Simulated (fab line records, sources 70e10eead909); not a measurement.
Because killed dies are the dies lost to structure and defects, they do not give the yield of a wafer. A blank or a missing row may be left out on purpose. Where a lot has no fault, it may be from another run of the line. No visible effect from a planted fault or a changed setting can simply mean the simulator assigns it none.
Chamber matching | flow nand-harc | NHARC_A_CHANNEL_FILL_D1_ALD_25 on ald-hk-01: 4 sister chambers
The step deposits SiOx, target thk 60 nm, pulse time 10 s, ald cycles 600. 4 wafers are shown with their chamber, then 9 later ones without.

## WAFERS, EACH WITH ITS CHAMBER
wafer  | chamber | heater-power-w (W)
L084.1 | 1       | 527
L089.4 | 2       | 379
L091.3 | 0       | 462
L091.5 | 3       | 500

## WAFERS WHOSE CHAMBER IS MISSING
wafer  | heater-power-w (W)
L095.4 | 510
L095.5 | 383
L095.6 | 509
L094.1 | 548
L094.2 | 397
L094.3 | 480
L094.4 | 505
L094.5 | 514
L094.6 | 379

## CHAMBER TAKEN BY EACH
wafer  | from the rows above     | in truth
L095.4 | can't be placed: 3 or 1 | 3
L095.5 | 2                       | 2
L095.6 | can't be placed: 3 or 1 | 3
L094.1 | 1                       | 1
L094.2 | 2                       | 2
L094.3 | can't be placed: 0 or 3 | 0
L094.4 | can't be placed: 3 or 1 | 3
L094.5 | can't be placed: 1 or 3 | 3
L094.6 | 2                       | 2
Correct placement for 4 of the 9. Unplaceable from these rows: 5, with the true chamber sitting among the candidates in 5. Number placed wrongly: 0.
How it was worked out, from the rows above alone: a wafer's distance from a chamber is the root of the sum, over the readings, of the square of ((its reading less the chamber's mean) divided by the reading's scatter). If the next closest chamber is less than 2 further off than the closest, the wafer can't be placed; otherwise it belongs to the closest. The mean given for a chamber averages the wafers shown for that chamber. The scatter: root of mean squared gap, hidden wafer to nearest shown wafer, with one shown wafer a chamber.
